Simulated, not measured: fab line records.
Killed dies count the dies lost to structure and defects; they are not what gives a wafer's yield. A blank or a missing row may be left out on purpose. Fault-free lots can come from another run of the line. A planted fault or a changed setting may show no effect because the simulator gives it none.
Chamber matching -- flow n5Finfet -- 4 sister chambers for N5_BEOL_M0_SAQP_HM_OPEN_112 on rieDiel-03
The step chemistry CHF3/O2, target SiO2, stops on a-Si, target depth 12 nm, time 13.5 s. 22 wafers are shown with their chamber, then 11 later ones without.

## EACH WAFER AND ITS CHAMBER
wafer,chamber,drypumpMotorCurrentA (A),showerheadPlenumPTorr (Torr),rfVppV (V)
L075.2,1,6.3,2.38,523
L075.4,2,5.6,2.47,534
L075.5,2,5.6,2.47,533
L079.1,2,5.6,2.47,533
L079.2,0,5.1,2.48,538
L079.3,3,5.2,2.47,540
L081.2,1,6.4,2.38,524
L081.3,3,5.2,2.47,540
L081.4,0,5.1,2.48,538
L082.3,2,5.6,2.46,532
L082.5,3,5.2,2.46,541
L082.6,0,5.1,2.48,539
L083.1,2,5.5,2.46,532
L083.3,3,5.1,2.46,540
L083.5,0,5.1,2.48,539
L084.3,2,5.7,2.46,532
L084.5,0,5.1,2.48,537
L084.6,2,5.6,2.46,531
L089.2,3,5.1,2.46,539
L089.3,2,5.6,2.46,533
L089.5,1,6.4,2.37,523
L092.3,2,5.6,2.45,532

SIGNATURES, as means of the wafers listed above
reading,chamber 0,chamber 1,chamber 2,chamber 3,scatter within a chamber
drypumpMotorCurrentA,5.100,6.367,5.600,5.160,0.0463
showerheadPlenumPTorr,2.4800,2.3767,2.4622,2.4640,0.00549
rfVppV,538.20,523.33,532.44,540.00,0.806
Rule: a wafer lies at a distance from a chamber equal to the root of the sum of squares, over the readings, of (its reading less the chamber's mean, divided by the reading's scatter). If the next closest chamber is less than 2 further off than the closest, the wafer can't be placed; otherwise it belongs to the closest. The scatter: the root of (the sum of the squares of (reading less its chamber's mean) over the shown wafers, divided by (wafers less chambers)).

## WAFERS WITHOUT THEIR CHAMBER
wafer,drypumpMotorCurrentA (A),showerheadPlenumPTorr (Torr),rfVppV (V)
L092.4,6.4,2.37,525
L092.5,5.6,2.46,533
L093.1,5.1,2.46,538
L093.2,5.1,2.47,538
L093.6,6.4,2.37,524
L094.1,5.2,2.46,541
L094.2,6.4,2.37,524
L094.6,5.1,2.47,539
L095.2,5.2,2.46,538
L095.3,6.3,2.37,522
L095.6,5.1,2.46,539

## THE CHAMBER EACH PASSED THROUGH
wafer,from the rows above,in truth
L092.4,1,1
L092.5,2,2
L093.1,can't be placed: 3 or 0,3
L093.2,can't be placed: 0 or 3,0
L093.6,1,1
L094.1,3,3
L094.2,1,1
L094.6,can't be placed: 0 or 3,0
L095.2,can't be placed: 3 or 0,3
L095.3,1,1
L095.6,can't be placed: 3 or 0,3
Correct placement for 6 of the 11. Can't be placed from these rows: 5 (the true chamber is among the candidates in 5). Placed wrongly: 0.
